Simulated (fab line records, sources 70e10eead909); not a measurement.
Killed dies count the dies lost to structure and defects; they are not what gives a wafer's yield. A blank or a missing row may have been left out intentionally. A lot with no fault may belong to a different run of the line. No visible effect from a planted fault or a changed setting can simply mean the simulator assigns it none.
Matching of chambers ; flow nand harc ; NHARC_P_ZERO_WELL_DESCUM_39 on rie diel-03 has 4 sister chambers
The step chemistry O2, time 3 s. 4 wafers are shown with their chamber, then 7 later ones without.

## EACH WAFER AND ITS CHAMBER
wafer;chamber;drypump motor current A (A)
L507.2;1;5.94
L507.3;0;5.96
L514.1;2;6.09
L514.3;3;5.77

## WAFERS WITHOUT THEIR CHAMBER
wafer;drypump motor current A (A)
L514.4;5.97
L516.1;5.94
L516.3;6.10
L516.5;6.08
L517.2;5.99
L517.3;5.92
L517.4;5.76

## EACH ONE'S CHAMBER
wafer;from the rows above;in truth
L514.4;can't be placed: 0 or 1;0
L516.1;can't be placed: 1 or 0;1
L516.3;2;2
L516.5;2;2
L517.2;can't be placed: 0 or 1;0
L517.3;can't be placed: 1 or 0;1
L517.4;3;3
3 of 7 placed correctly. From these rows, 4 cannot be placed; in 4 the true chamber is one of the candidates. 0 placed wrongly.
How it was worked out, from the rows above alone: a wafer's distance from a chamber is the root of the sum, over the readings, of the square of ((its reading less the chamber's mean) divided by the reading's scatter). The wafer belongs to the nearest chamber; if the next one is less than 2 further off, it can't be placed. A chamber's mean is the mean of its shown wafers. The scatter (one wafer shown for each chamber): square how far every hidden wafer sits from the nearest shown wafer, average those squares and take the square root.
